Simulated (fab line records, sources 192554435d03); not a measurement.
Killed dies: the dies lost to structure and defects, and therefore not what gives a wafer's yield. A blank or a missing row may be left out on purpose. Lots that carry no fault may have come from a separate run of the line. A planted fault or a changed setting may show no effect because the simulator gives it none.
fab line records / flow n5Finfet / part 2 of 2: steps 18 to 26 of 26
record: lots: 5 wafers: 15 lastDay: 18
route steps=1938 shown BEOL_M7@1273
lots that met no fault: from a run of the same line without faults
startH: hours from the record's first day to the start of the lot's first wafer shown / waitH: time in hours since the lot's previous step / " identical to the entry in the row above / L1.1+2: a row that stands for several wafers / - no value, or no start was given / * or withheld: withheld / < > ~ a bound
route shown NAME@n: a module of which the file shows steps, and the number in the route of the first / usual: mean/standard deviation taken from wafers without a fault / same: alike in all rows / chamber/n: place in a boat / sites: per-site readings / _std_site: standard deviation of those values / _edge_site: mean of outer sites minus mean of inner sites / radiusMm: for every site, how far away it sits from the centre of the wafer / mask NAME#n: copy n / behind: the tool/chamber that last shaped the wafer / hold: cause of the lot's hold/its duration in hours/its outcome / device: the n, p or np transistor that did not switch / end of line: tests run on the same wafers once the route is complete / a step with no rows: only its recipe / killed: count of dies lost to structure and defects at first sort (not the wafer's yield) / map: a wafer's dies, x killed, . not, _ none there
set.NAME: the setting as run; set.NAME@STEP: as run at that earlier step / model.NAME: the simulator's own value behind a step, which no gauge read
lots seen at some steps along the route; tables by step, rows by wafer
services: a tool's chamber out of use, with start hour (startH, from the record's first day; less than 0 if before it), hours out, and reason
== steps ==
step: N5_BEOL_M7_COAT_22
recipe: resist: CAR-EUV spinRpm: 1500 resistThkNm: 30
usual: exhaustPa: 45.2/0.93 resistLineTempC: 23.01/0.1
lot.wafer=L075.1 tool=lithoTrack-01 chamber=0 startH=- waitH=- exhaustPa=44.6 resistLineTempC=22.90
lot.wafer=L075.2 tool=lithoTrack-01 chamber=0 startH=- waitH=- exhaustPa=44.3 resistLineTempC=22.77
lot.wafer=L075.5 tool=lithoTrack-01 chamber=0 startH=- waitH=- exhaustPa=45.0 resistLineTempC=23.12
lot.wafer=L076.1 tool=lithoTrack-04 chamber=0 startH=- waitH=- exhaustPa=45.5 resistLineTempC=23.00
lot.wafer=L076.3 tool=lithoTrack-04 chamber=0 startH=- waitH=- exhaustPa=46.1 resistLineTempC=23.07
lot.wafer=L076.5 tool=lithoTrack-04 chamber=0 startH=- waitH=- exhaustPa=44.9 resistLineTempC=23.00
lot.wafer=L079.2 tool=lithoTrack-04 chamber=0 startH=- waitH=- exhaustPa=44.4 resistLineTempC=23.17
lot.wafer=L079.4 tool=lithoTrack-04 chamber=0 startH=- waitH=- exhaustPa=44.2 resistLineTempC=23.00
lot.wafer=L079.6 tool=lithoTrack-04 chamber=0 startH=- waitH=- exhaustPa=44.9 resistLineTempC=23.24
lot.wafer=L095.1 tool=lithoTrack-03 chamber=0 startH=- waitH=- exhaustPa=45.0 resistLineTempC=23.07
lot.wafer=L095.3 tool=lithoTrack-03 chamber=0 startH=- waitH=- exhaustPa=44.9 resistLineTempC=22.89
lot.wafer=L095.5 tool=lithoTrack-03 chamber=0 startH=- waitH=- exhaustPa=46.7 resistLineTempC=22.97
lot.wafer=L096.1 tool=lithoTrack-01 chamber=0 startH=- waitH=- exhaustPa=46.0 resistLineTempC=23.05
lot.wafer=L096.4 tool=lithoTrack-01 chamber=0 startH=- waitH=- exhaustPa=44.2 resistLineTempC=23.08
lot.wafer=L096.6 tool=lithoTrack-01 chamber=0 startH=- waitH=- exhaustPa=45.5 resistLineTempC=22.96
step: N5_BEOL_M7_EBR_24
recipe: solvent: PGMEA ebrWidthMm: 1.5
usual: exhaustPa: 45.1/0.94 resistLineTempC: 22.99/0.1
lot.wafer=L075.1 tool=lithoTrack-01 chamber=0 startH=- waitH=- exhaustPa=45.3 resistLineTempC=23.10
lot.wafer=L075.2 tool=lithoTrack-01 chamber=0 startH=- waitH=- exhaustPa=45.7 resistLineTempC=23.09
lot.wafer=L075.5 tool=lithoTrack-01 chamber=0 startH=- waitH=- exhaustPa=45.9 resistLineTempC=23.01
lot.wafer=L076.1 tool=lithoTrack-04 chamber=0 startH=- waitH=- exhaustPa=46.0 resistLineTempC=22.87
lot.wafer=L076.3 tool=lithoTrack-04 chamber=0 startH=- waitH=- exhaustPa=48.0 resistLineTempC=22.94
lot.wafer=L076.5 tool=lithoTrack-04 chamber=0 startH=- waitH=- exhaustPa=46.3 resistLineTempC=22.96
lot.wafer=L079.2 tool=lithoTrack-04 chamber=0 startH=- waitH=- exhaustPa=45.3 resistLineTempC=22.88
lot.wafer=L079.4 tool=lithoTrack-04 chamber=0 startH=- waitH=- exhaustPa=45.3 resistLineTempC=22.96
lot.wafer=L079.6 tool=lithoTrack-04 chamber=0 startH=- waitH=- exhaustPa=45.4 resistLineTempC=23.13
lot.wafer=L095.1 tool=lithoTrack-03 chamber=0 startH=- waitH=- exhaustPa=45.5 resistLineTempC=22.93
lot.wafer=L095.3 tool=lithoTrack-03 chamber=0 startH=- waitH=- exhaustPa=46.5 resistLineTempC=22.96
lot.wafer=L095.5 tool=lithoTrack-03 chamber=0 startH=- waitH=- exhaustPa=45.1 resistLineTempC=23.07
lot.wafer=L096.1 tool=lithoTrack-01 chamber=0 startH=- waitH=- exhaustPa=45.1 resistLineTempC=23.05
lot.wafer=L096.4 tool=lithoTrack-01 chamber=0 startH=- waitH=- exhaustPa=45.0 resistLineTempC=23.04
lot.wafer=L096.6 tool=lithoTrack-01 chamber=0 startH=- waitH=- exhaustPa=45.9 resistLineTempC=23.01
step: N5_BEOL_M7_SOFTBAKE_23
recipe: tempC: 110 timeS: 60 resist: CAR-EUV
usual: exhaustPa: 45.0/0.88 plateTempC: 110.02/0.14 resistLineTempC: 23.01/0.1
lot.wafer=L075.1 tool=lithoTrack-01 chamber=0 startH=- waitH=- exhaustPa=44.1 plateTempC=109.85 resistLineTempC=23.18
lot.wafer=L075.2 tool=lithoTrack-01 chamber=0 startH=- waitH=- exhaustPa=45.1 plateTempC=109.95 resistLineTempC=23.05
lot.wafer=L075.5 tool=lithoTrack-01 chamber=0 startH=- waitH=- exhaustPa=44.3 plateTempC=109.99 resistLineTempC=23.05
lot.wafer=L076.1 tool=lithoTrack-04 chamber=0 startH=- waitH=- exhaustPa=44.9 plateTempC=109.82 resistLineTempC=23.27
lot.wafer=L076.3 tool=lithoTrack-04 chamber=0 startH=- waitH=- exhaustPa=44.9 plateTempC=110.07 resistLineTempC=23.11
lot.wafer=L076.5 tool=lithoTrack-04 chamber=0 startH=- waitH=- exhaustPa=44.4 plateTempC=110.06 resistLineTempC=23.24
lot.wafer=L079.2 tool=lithoTrack-04 chamber=0 startH=- waitH=- exhaustPa=44.6 plateTempC=110.16 resistLineTempC=23.14
lot.wafer=L079.4 tool=lithoTrack-04 chamber=0 startH=- waitH=- exhaustPa=45.9 plateTempC=109.92 resistLineTempC=23.23
lot.wafer=L079.6 tool=lithoTrack-04 chamber=0 startH=- waitH=- exhaustPa=44.8 plateTempC=109.86 resistLineTempC=23.17
lot.wafer=L095.1 tool=lithoTrack-03 chamber=0 startH=- waitH=- exhaustPa=46.0 plateTempC=109.96 resistLineTempC=22.88
lot.wafer=L095.3 tool=lithoTrack-03 chamber=0 startH=- waitH=- exhaustPa=45.1 plateTempC=110.08 resistLineTempC=22.95
lot.wafer=L095.5 tool=lithoTrack-03 chamber=0 startH=- waitH=- exhaustPa=46.0 plateTempC=109.92 resistLineTempC=22.94
lot.wafer=L096.1 tool=lithoTrack-01 chamber=0 startH=- waitH=- exhaustPa=45.5 plateTempC=110.13 resistLineTempC=23.05
lot.wafer=L096.4 tool=lithoTrack-01 chamber=0 startH=- waitH=- exhaustPa=45.3 plateTempC=110.16 resistLineTempC=23.06
lot.wafer=L096.6 tool=lithoTrack-01 chamber=0 startH=- waitH=- exhaustPa=45.6 plateTempC=109.96 resistLineTempC=23.16
step: N5_BEOL_M7_EXPOSE_25
recipe: maskId: V6 na: 0.33 sourceShape: annular sigmaInner: 0.4 sigmaOuter: 0.8 polarization: unpolarized targetCdNm: 40 doseMj: 42.5
same: na: 0.33
lot.wafer=L075.1+2+5 tool=euvScanner-02 chamber=0 startH=218.82 waitH=- mask=V6#0
lot.wafer=L076.1+3+5 tool=euvScanner-02 chamber=0 startH=220.08 waitH=- mask=V6#0
lot.wafer=L079.2+4+6 tool=euvScanner-02 chamber=0 startH=240.05 waitH=- mask=V6#0
lot.wafer=L095.1+3+5 tool=euvScanner-02 chamber=0 startH=335.76 waitH=- mask=V6#0
lot.wafer=L096.1+4+6 tool=euvScanner-01 chamber=0 startH=346.15 waitH=- mask=V6#0
step: N5_BEOL_M7_PEB_26
recipe: pebTempC: 100 pebTimeS: 60 resist: CAR-EUV
usual: exhaustPa: 45.2/0.87 plateTempC: 99.99/0.11 resistLineTempC: 22.99/0.089
lot.wafer=L075.1 tool=lithoTrack-01 chamber=0 startH=218.88 waitH=0.1 exhaustPa=45.9 plateTempC=99.99 resistLineTempC=23.09
lot.wafer=L075.2 tool=lithoTrack-01 chamber=0 startH=218.88 waitH=0.1 exhaustPa=44.9 plateTempC=99.92 resistLineTempC=23.00
lot.wafer=L075.5 tool=lithoTrack-01 chamber=0 startH=218.88 waitH=0.1 exhaustPa=45.4 plateTempC=99.97 resistLineTempC=22.95
lot.wafer=L076.1 tool=lithoTrack-01 chamber=0 startH=220.15 waitH=0.1 exhaustPa=42.9 plateTempC=100.02 resistLineTempC=23.05
lot.wafer=L076.3 tool=lithoTrack-01 chamber=0 startH=220.15 waitH=0.1 exhaustPa=43.7 plateTempC=100.03 resistLineTempC=23.05
lot.wafer=L076.5 tool=lithoTrack-01 chamber=0 startH=220.15 waitH=0.1 exhaustPa=44.0 plateTempC=100.07 resistLineTempC=23.06
lot.wafer=L079.2 tool=lithoTrack-01 chamber=0 startH=240.11 waitH=0.1 exhaustPa=45.1 plateTempC=100.02 resistLineTempC=22.93
lot.wafer=L079.4 tool=lithoTrack-01 chamber=0 startH=240.11 waitH=0.1 exhaustPa=45.4 plateTempC=100.01 resistLineTempC=22.99
lot.wafer=L079.6 tool=lithoTrack-01 chamber=0 startH=240.11 waitH=0.1 exhaustPa=45.5 plateTempC=100.23 resistLineTempC=23.01
lot.wafer=L095.1 tool=lithoTrack-01 chamber=0 startH=335.83 waitH=0.1 exhaustPa=45.0 plateTempC=99.76 resistLineTempC=23.00
lot.wafer=L095.3 tool=lithoTrack-01 chamber=0 startH=335.83 waitH=0.1 exhaustPa=45.9 plateTempC=100.00 resistLineTempC=23.14
lot.wafer=L095.5 tool=lithoTrack-01 chamber=0 startH=335.83 waitH=0.1 exhaustPa=45.2 plateTempC=99.96 resistLineTempC=23.04
lot.wafer=L096.1 tool=lithoTrack-01 chamber=0 startH=346.22 waitH=0.1 exhaustPa=45.6 plateTempC=99.96 resistLineTempC=23.07
lot.wafer=L096.4 tool=lithoTrack-01 chamber=0 startH=346.22 waitH=0.1 exhaustPa=45.9 plateTempC=100.02 resistLineTempC=23.08
lot.wafer=L096.6 tool=lithoTrack-01 chamber=0 startH=346.22 waitH=0.1 exhaustPa=46.9 plateTempC=99.89 resistLineTempC=23.17
step: N5_BEOL_M7_DEVELOP_27
recipe: developTimeS: 30 developer: TMAH resist: CAR-EUV rinseLiquid: surfactantRinse dry: airSpin devTempC: 23
usual: exhaustPa: 45.1/0.85 resistLineTempC: 23.01/0.11
lot.wafer=L075.1 tool=lithoTrack-01 chamber=0 startH=- waitH=- exhaustPa=44.5 resistLineTempC=23.07
lot.wafer=L075.2 tool=lithoTrack-01 chamber=0 startH=- waitH=- exhaustPa=43.3 resistLineTempC=23.25
lot.wafer=L075.5 tool=lithoTrack-01 chamber=0 startH=- waitH=- exhaustPa=43.6 resistLineTempC=22.99
lot.wafer=L076.1 tool=lithoTrack-01 chamber=0 startH=- waitH=- exhaustPa=43.4 resistLineTempC=23.04
lot.wafer=L076.3 tool=lithoTrack-01 chamber=0 startH=- waitH=- exhaustPa=43.1 resistLineTempC=23.05
lot.wafer=L076.5 tool=lithoTrack-01 chamber=0 startH=- waitH=- exhaustPa=43.6 resistLineTempC=23.11
lot.wafer=L079.2 tool=lithoTrack-01 chamber=0 startH=- waitH=- exhaustPa=44.9 resistLineTempC=23.20
lot.wafer=L079.4 tool=lithoTrack-01 chamber=0 startH=- waitH=- exhaustPa=45.5 resistLineTempC=22.90
lot.wafer=L079.6 tool=lithoTrack-01 chamber=0 startH=- waitH=- exhaustPa=46.9 resistLineTempC=22.99
lot.wafer=L095.1 tool=lithoTrack-01 chamber=0 startH=- waitH=- exhaustPa=45.6 resistLineTempC=22.95
lot.wafer=L095.3 tool=lithoTrack-01 chamber=0 startH=- waitH=- exhaustPa=45.6 resistLineTempC=23.07
lot.wafer=L095.5 tool=lithoTrack-01 chamber=0 startH=- waitH=- exhaustPa=45.4 resistLineTempC=23.05
lot.wafer=L096.1 tool=lithoTrack-01 chamber=0 startH=- waitH=- exhaustPa=45.1 resistLineTempC=22.88
lot.wafer=L096.4 tool=lithoTrack-01 chamber=0 startH=- waitH=- exhaustPa=45.9 resistLineTempC=22.77
lot.wafer=L096.6 tool=lithoTrack-01 chamber=0 startH=- waitH=- exhaustPa=45.4 resistLineTempC=22.99
step: N5_BEOL_M7_CD_MEAS_28
recipe: targetCdNm: 40 landingEnergyEv: 500 detector: seInlens
usual: cdNm: 39.97/0.23
lot.wafer=L075.1 tool=cdSem-02 chamber=0 startH=218.95 waitH=- cdNm=39.92
lot.wafer=L075.2 tool=cdSem-02 chamber=0 startH=218.95 waitH=- cdNm=39.96
lot.wafer=L075.5 tool=cdSem-02 chamber=0 startH=218.95 waitH=- cdNm=39.99
lot.wafer=L076.1 tool=cdSem-02 chamber=0 startH=220.21 waitH=- cdNm=40.15
lot.wafer=L076.3 tool=cdSem-02 chamber=0 startH=220.21 waitH=- cdNm=40.06
lot.wafer=L076.5 tool=cdSem-02 chamber=0 startH=220.21 waitH=- cdNm=39.79
lot.wafer=L079.2 tool=cdSem-01 chamber=0 startH=240.17 waitH=- cdNm=39.81
lot.wafer=L079.4 tool=cdSem-01 chamber=0 startH=240.17 waitH=- cdNm=40.22
lot.wafer=L079.6 tool=cdSem-01 chamber=0 startH=240.17 waitH=- cdNm=39.68
lot.wafer=L095.1 tool=cdSem-02 chamber=0 startH=335.89 waitH=- cdNm=40.05
lot.wafer=L095.3 tool=cdSem-02 chamber=0 startH=335.89 waitH=- cdNm=40.33
lot.wafer=L095.5 tool=cdSem-02 chamber=0 startH=335.89 waitH=- cdNm=39.91
lot.wafer=L096.1 tool=cdSem-03 chamber=0 startH=346.28 waitH=- cdNm=39.88
lot.wafer=L096.4 tool=cdSem-03 chamber=0 startH=346.28 waitH=- cdNm=40.10
lot.wafer=L096.6 tool=cdSem-03 chamber=0 startH=346.28 waitH=- cdNm=40.20
step: N5_BEOL_M7_OVL_MEAS_29
recipe: pointsPerWafer: 522
usual: V6_OVL: 0.3/0.66
lot.wafer=L075.1 tool=overlay-02 chamber=0 startH=218.98 waitH=0.0 V6_OVL[nm]=1.1
lot.wafer=L075.2 tool=overlay-02 chamber=0 startH=218.98 waitH=0.0 V6_OVL[nm]=0.5
lot.wafer=L075.5 tool=overlay-02 chamber=0 startH=218.98 waitH=0.0 V6_OVL[nm]=1.2
lot.wafer=L076.1 tool=overlay-01 chamber=0 startH=220.24 waitH=0.0 V6_OVL[nm]=0.6
lot.wafer=L076.3 tool=overlay-01 chamber=0 startH=220.24 waitH=0.0 V6_OVL[nm]=0.6
lot.wafer=L076.5 tool=overlay-01 chamber=0 startH=220.24 waitH=0.0 V6_OVL[nm]=-0.1
lot.wafer=L079.2 tool=overlay-02 chamber=0 startH=240.21 waitH=0.0 V6_OVL[nm]=1.8
lot.wafer=L079.4 tool=overlay-02 chamber=0 startH=240.21 waitH=0.0 V6_OVL[nm]=1.5
lot.wafer=L079.6 tool=overlay-02 chamber=0 startH=240.21 waitH=0.0 V6_OVL[nm]=1.4
lot.wafer=L095.1 tool=overlay-01 chamber=0 startH=335.92 waitH=0.0 V6_OVL[nm]=0.8
lot.wafer=L095.3 tool=overlay-01 chamber=0 startH=335.92 waitH=0.0 V6_OVL[nm]=0.7
lot.wafer=L095.5 tool=overlay-01 chamber=0 startH=335.92 waitH=0.0 V6_OVL[nm]=0.0
lot.wafer=L096.1 tool=overlay-01 chamber=0 startH=346.32 waitH=0.0 V6_OVL[nm]=0.5
lot.wafer=L096.4 tool=overlay-01 chamber=0 startH=346.32 waitH=0.0 V6_OVL[nm]=0.2
lot.wafer=L096.6 tool=overlay-01 chamber=0 startH=346.32 waitH=0.0 V6_OVL[nm]=0.6
step: N5_BEOL_M7_INSPECT_30
recipe: mode: adi inspectInstrument: brightfield
usual: rawDefectCount: 382/86
lot.wafer=L075.1 tool=defectInspect-01 chamber=- startH=219.04 waitH=0.1 rawDefectCount=418
lot.wafer=L075.2 tool=defectInspect-01 chamber=- startH=219.04 waitH=0.1 rawDefectCount=420
lot.wafer=L075.5 tool=defectInspect-01 chamber=- startH=219.04 waitH=0.1 rawDefectCount=376
lot.wafer=L076.1 tool=defectInspect-02 chamber=- startH=220.30 waitH=0.1 rawDefectCount=423
lot.wafer=L076.3 tool=defectInspect-02 chamber=- startH=220.30 waitH=0.1 rawDefectCount=334
lot.wafer=L076.5 tool=defectInspect-02 chamber=- startH=220.30 waitH=0.1 rawDefectCount=441
lot.wafer=L079.2 tool=defectInspect-01 chamber=- startH=240.26 waitH=0.0 rawDefectCount=331
lot.wafer=L079.4 tool=defectInspect-01 chamber=- startH=240.26 waitH=0.0 rawDefectCount=351
lot.wafer=L079.6 tool=defectInspect-01 chamber=- startH=240.26 waitH=0.0 rawDefectCount=373
lot.wafer=L095.1 tool=defectInspect-02 chamber=- startH=335.98 waitH=0.1 rawDefectCount=461
lot.wafer=L095.3 tool=defectInspect-02 chamber=- startH=335.98 waitH=0.1 rawDefectCount=381
lot.wafer=L095.5 tool=defectInspect-02 chamber=- startH=335.98 waitH=0.1 rawDefectCount=360
lot.wafer=L096.1 tool=defectInspect-01 chamber=- startH=346.37 waitH=0.1 rawDefectCount=398
lot.wafer=L096.4 tool=defectInspect-01 chamber=- startH=346.37 waitH=0.1 rawDefectCount=272
lot.wafer=L096.6 tool=defectInspect-01 chamber=- startH=346.37 waitH=0.1 rawDefectCount=556
== services ==
tool=rieDiel-04 chamber=3 startH=195.40 hours=5.2 kind=repair
tool=arfiScanner-03 chamber=- startH=196.28 hours=0.8 kind=pm
tool=rieDiel-04 chamber=- startH=207.32 hours=0.2 kind=repair
tool=arfiScanner-01 chamber=- startH=225.88 hours=2.9 kind=repair
tool=euvScanner-01 chamber=- startH=234.35 hours=1.0 kind=pm
tool=euvScanner-02 chamber=- startH=238.50 hours=1.0 kind=pm
tool=arfiScanner-03 chamber=- startH=247.42 hours=0.4 kind=repair
tool=euvScanner-02 chamber=- startH=250.18 hours=4.6 kind=pm
tool=arfiScanner-01 chamber=- startH=253.24 hours=1.3 kind=pm
tool=euvScanner-01 chamber=- startH=263.56 hours=5.8 kind=pm
tool=arfiScanner-01 chamber=- startH=271.64 hours=2.9 kind=repair
tool=rieDiel-03 chamber=3 startH=274.63 hours=5.6 kind=repair
tool=arfiScanner-01 chamber=- startH=276.11 hours=2.0 kind=repair
tool=arfiScanner-03 chamber=- startH=284.23 hours=1.0 kind=pm
tool=rieMetal-01 chamber=- startH=284.58 hours=1.4 kind=pm
tool=euvScanner-02 chamber=- startH=287.37 hours=0.2 kind=repair
tool=euvScanner-02 chamber=- startH=289.40 hours=12.0 kind=pm
tool=arfiScanner-03 chamber=- startH=289.98 hours=1.3 kind=pm
tool=euvScanner-01 chamber=- startH=301.40 hours=1.0 kind=pm
tool=arfiScanner-01 chamber=- startH=301.46 hours=0.8 kind=pm
tool=euvScanner-02 chamber=- startH=302.41 hours=1.0 kind=pm
tool=arfiScanner-01 chamber=- startH=306.04 hours=4.9 kind=pm
tool=euvScanner-01 chamber=- startH=317.38 hours=4.6 kind=pm
tool=arfiScanner-03 chamber=- startH=339.14 hours=1.0 kind=pm
